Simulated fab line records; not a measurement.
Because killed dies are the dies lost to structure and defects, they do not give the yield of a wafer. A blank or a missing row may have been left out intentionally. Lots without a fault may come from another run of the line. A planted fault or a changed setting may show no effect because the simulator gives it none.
Matching of chambers	flow nand_harc	rie_diel-06 running NHARC_P_ZERO_WELL_DESCUM_54: 4 sister chambers
The step chemistry O2, time 3 s. 8 wafers are shown with their chamber, then 8 later ones without.

## WAFERS PAIRED WITH THEIR CHAMBERS
wafer	chamber	drypump_motor_current_A (A)	showerhead_plenum_p_Torr (Torr)
L078.1	1	5.6	1.80
L081.3	0	5.2	1.87
L081.5	2	6.3	1.96
L081.6	3	5.3	1.94
L087.3	3	5.3	1.93
L087.5	0	5.3	1.86
L087.6	1	5.6	1.79
L090.2	2	6.2	1.95

## WAFERS WITHOUT THEIR CHAMBER
wafer	drypump_motor_current_A (A)	showerhead_plenum_p_Torr (Torr)
L090.3	5.2	1.86
L090.6	6.2	1.95
L092.1	5.6	1.79
L092.2	5.3	1.93
L092.5	5.2	1.86
L093.1	5.6	1.79
L093.5	5.2	1.86
L093.6	5.6	1.79

## EACH ONE'S CHAMBER
wafer	from the rows above	in truth
L090.3	0	0
L090.6	2	2
L092.1	1	1
L092.2	3	3
L092.5	0	0
L093.1	1	1
L093.5	0	0
L093.6	1	1
Placed correctly: 8 of 8. Left unplaced by these rows: 0. 0 placed wrongly.
How it was worked out, from the rows above alone: a wafer's distance from a chamber is the root of the sum, over the readings, of the square of ((its reading less the chamber's mean) divided by the reading's scatter). The wafer belongs to the nearest chamber; if the next one is less than 2 further off, it can't be placed. For every chamber, the mean is computed from those of its wafers that are shown. The scatter: take each reading less its chamber's mean, square it, sum over the shown wafers, divide by the number of wafers less the number of chambers, and take the root.
